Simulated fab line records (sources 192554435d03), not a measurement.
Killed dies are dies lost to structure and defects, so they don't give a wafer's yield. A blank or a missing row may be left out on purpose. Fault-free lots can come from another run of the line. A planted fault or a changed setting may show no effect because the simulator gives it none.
Comparing a struck lot with a sound one	flow n5_finfet	39 steps out of a route of 1938
Sound: these wafers, L576.1, L576.2, L576.3. Struck: wafer L586.6 (L586.1, L586.3, from the same lot, were not struck and are left out); the cause is given at the end.
At each step with rows: each side's tool, then ch and its chambers, then its first start. Under that, the readings that differ: sound wafers	struck wafers	difference of the means	sigmas: that difference in standard deviations of wafers without a fault.
alike: readings whose means differ by less than 2 such deviations, and words and numbers that are the same on both sides. not compared: withheld readings, readings that some wafer has no value for, bounds like >300 that may hide the same value, and numbers for which the record gives no deviation and whose values overlap.
The two part at a step that has a row with sigmas, a row that says differs or no value, or rows on one side only. Numbers that have no deviation but don't overlap get no sigmas and don't part them. A reading missing from all wafers of one side parts the sides only when that side holds two or more wafers.

first, 9 steps without rows for these wafers: N5_HKMG_FIN_PEB_10 (peb time 60 s); N5_HKMG_FIN_DEVELOP_11 (develop time 30 s); N5_HKMG_FIN_DESCUM_17 (chemistry O2, time 7.9 s); N5_HKMG_FIN_ETCH_31 (etches SiARC in CF4, target depth 45.5 nm, time 75.8 s); N5_HKMG_FIN_ETCH_32 (etches SOC in N2/H2, target depth 240 nm, time 300 s); N5_HKMG_FIN_STRIP_33 (strips in N2/H2); N5_HKMG_FIN_STRIP_34 (strips in CF4); N5_HKMG_FIN_ETCH_35 (etches SOC in N2/H2, target depth 215.8 nm, time 243.4 s); N5_HKMG_FIN_STRIP_92 (strips SOC in N2/H2, time 20 s).
N5_HKMG_FIN_WET_ETCH_18: etches TiN in SC1, time 55 s, target depth 5.2 nm, rinse time 30 s.
  sound on wet_bench-02 ch 0,2,7, day 4 09:45; struck on wet_bench-02 ch 2, day 6 20:56
  not compared: temp_c
then, 27 steps without rows for these wafers: N5_HKMG_FIN_STRIP_19 (strips in N2/H2, time 360 s); N5_HKMG_FIN_ALD_91 (deposits TiN, target thk 1 nm, pulse time 1 s, purge time 3 s); N5_HKMG_FIN_COAT_85 (time 60 s, resist thk 300 nm); N5_HKMG_FIN_ETCH_86 (etches SOC in N2/H2, stops on TiN, target depth 393.2 nm); N5_HKMG_FIN_STRIP_89 (strips SOC in N2/H2, time 20 s); N5_HKMG_FIN_WET_ETCH_87 (etches TiN in SC1, time 154.2 s, target depth 4.7 nm, rinse time 30 s); N5_HKMG_FIN_STRIP_88 (strips in N2/H2, time 360 s); N5_HKMG_FIN_NWFM_ALD_20 (deposits TiAlC, target thk 2 nm, pulse time 3 s, purge time 2 s); N5_HKMG_FIN_ALD_71 (deposits TiN, target thk 1 nm, pulse time 1 s, purge time 3 s); N5_HKMG_FIN_COAT_66 (time 60 s, resist thk 300 nm); N5_HKMG_FIN_ETCH_67 (etches SOC in N2/H2, stops on TiN, target depth 388.9 nm); N5_HKMG_FIN_STRIP_90 (strips SOC in N2/H2, time 20 s); N5_HKMG_FIN_WET_ETCH_73 (etches the open film in SC1, time 42.3 s, target depth 1.3 nm, rinse time 30 s); N5_HKMG_FIN_ETCHBACK_68 (etches the open film in Cl2/Ar, stops on HfO2, target depth 0.5 nm); N5_HKMG_FIN_STRIP_69 (strips in N2/H2, time 360 s); N5_HKMG_FIN_ALD_21 (deposits TiN, target thk 1.5 nm, pulse time 1 s, purge time 3 s); N5_HKMG_FIN_ALD_72 (deposits W, target thk 2 nm, pulse time 1 s, purge time 2 s); N5_HKMG_FIN_W_FILL_22 (material W, target thk 60 nm, time 18.2 s); N5_HKMG_FIN_PRECLEAN_83 (cleans in DIW, time 57.5 s); N5_HKMG_FIN_SRD_84 (dry time 32 s); N5_HKMG_FIN_CMP_23 (polishes, stops on SiNx, t overpolish 10 s, target thk 46.326 nm); N5_HKMG_FIN_CMP_94 (polishes, stops on SiNx, t overpolish 4.7 s, target thk 43.299 nm); N5_GATE_CUT_ETCHBACK_00 (etches W in SF6/Cl2); N5_GATE_CUT_ETCH_56 (etches TiN in Cl2/Ar, target depth 21.6 nm); N5_GATE_CUT_ETCHBACK_30 (etches TiN in Cl2/Ar, target depth 3 nm); N5_GATE_CUT_VAPOR_ETCH_60 (etches HfO2 in BCl3/Cl2); N5_GATE_CUT_ETCH_58 (etches SiNx in CH3F/O2, target depth 17 nm, time 128.6 s).
-- a jump in the record: the struck wafers' starts before and after are 4 days apart (it breaks off in module GATE_CUT and resumes in module BEOL_M4, where the first step shown is number 1111 of the route) --
N5_BEOL_M4_RC_MEAS_101:
  sound on prober-01 ch 0, day 7 22:58; struck on prober-02 ch 0, day 10 22:34
reading	sound	struck	difference	sigmas
IOFF_N (nA/um)	0.139 0.151 0.149	0.005	-0.141	-5
IOFF_N_85C (nA/um)	2.7 3.0 2.9	0.2	-2.7	-6
IOFF_N_LIN (nA/um)	0.066 0.071 0.069	0.002	-0.067	-7
IOFF_N_LONG (nA/um)	5e-05 5.1e-05 5.1e-05	2.1e-05	-3.0e-05	-9
ION_N (uA/um)	684 674 676	463	-215	-22
SS_N (mV/dec)	71.3 72.0 72.1	70.2	-1.6	-3
VT_N (mV)	250.4 252.9 250.9	346.1	+94.7	+36
VT_N_LONG (mV)	279.5 277.7 277.0	373.2	+95.1	+41
VT_N_LVT (mV)	100.2 100.8 101.2	193.3	+92.6	+33
  alike: DIBL_N, DIBL_P, IOFF_P, ION_P, SS_P, VT_P
-- the record jumps here: 4 days lie between the struck wafers' starts before and after (it left off in module BEOL_M4 and takes up again in module PASSIVATION, whose first step shown is number 1936 of the route) --
N5_PASSIVATION_PROBE_49:
  struck on prober-02, day 15 09:35; sound on prober-02, day 12 00:01
reading	sound	struck	difference	sigmas
sort_bin_8_speed (%)	0 0 0	91.86	+91.86	
sort_n_pass	1079 1083 1112	0	-1091	-61
sort_yield_pct (%)	91.4 91.8 94.2	0	-92	-62
  alike: defect_limited_yield, killed_at_M0_to_M3, killed_at_M4_up, killed_at_contacts, killed_at_front_end, killed_at_other, killed_dies, killed_open, killed_short, sort_bin_5_function, sort_bin_6_memory

## WHERE THEY PART
At N5_BEOL_M4_RC_MEAS_101 first; at N5_PASSIVATION_PROBE_49 last (within this record only).

WHY: the cause the simulator had injected
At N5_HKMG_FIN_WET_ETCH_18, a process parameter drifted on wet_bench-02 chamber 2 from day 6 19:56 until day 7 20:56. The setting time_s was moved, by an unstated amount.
